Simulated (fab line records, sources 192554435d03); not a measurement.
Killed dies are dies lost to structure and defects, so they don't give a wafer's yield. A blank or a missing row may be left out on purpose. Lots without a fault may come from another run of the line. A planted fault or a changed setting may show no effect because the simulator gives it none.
Chamber matching | flow n5_finfet | N5_HKMG_FIN_HK_ALD_01 on ald_hk-03: 4 sister chambers
The step deposits HfO2, target thk 1.6 nm, pulse time 3 s, purge time 3 s. 14 wafers are shown with their chamber, then 7 later ones without.

WAFERS WITH THEIR CHAMBER
wafer  | chamber | precursor_pulse_height_rel
L074.3 | 3       | 1.005
L074.4 | 1       | 1.000
L074.6 | 2       | 1.011
L077.1 | 1       | 1.007
L077.2 | 3       | 0.996
L077.6 | 1       | 1.003
L078.3 | 3       | 0.979
L078.5 | 0       | 1.026
L078.6 | 1       | 1.012
L090.2 | 3       | 1.022
L090.4 | 2       | 0.979
L090.6 | 0       | 1.020
L093.2 | 3       | 1.023
L093.4 | 0       | 1.040

SIGNATURES (means of the wafers above)
reading                    | chamber 0 | chamber 1 | chamber 2 | chamber 3 | scatter within a chamber
precursor_pulse_height_rel | 1.02867   | 1.00550   | 0.99500   | 1.00500   | 0.0147
Rule: a wafer's distance from a chamber is the root of the sum, over the readings, of the square of ((its reading less the chamber's mean) divided by the reading's scatter). The wafer belongs to the nearest chamber; if the next one is less than 2 further off, it can't be placed. The scatter: the root of (the sum of the squares of (reading less its chamber's mean) over the shown wafers, divided by (wafers less chambers)).

WAFERS WITHOUT THEIR CHAMBER
wafer  | precursor_pulse_height_rel
L093.5 | 0.973
L094.3 | 1.008
L094.4 | 0.988
L094.5 | 1.024
L097.2 | 0.980
L097.3 | 0.991
L097.5 | 0.995

WHICH CHAMBER EACH WENT THROUGH
wafer  | from the rows above               | in truth
L093.5 | can't be placed: 2 or 3 or 1      | 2
L094.3 | can't be placed: 1 or 3 or 2 or 0 | 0
L094.4 | can't be placed: 2 or 3 or 1      | 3
L094.5 | can't be placed: 0 or 1 or 3 or 2 | 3
L097.2 | can't be placed: 2 or 3 or 1      | 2
L097.3 | can't be placed: 2 or 3 or 1      | 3
L097.5 | can't be placed: 2 or 3 or 1      | 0
Placed correctly: 0 of 7. Can't be placed from these rows: 7 (the true chamber is among the candidates in 6). Placed wrongly: 0.
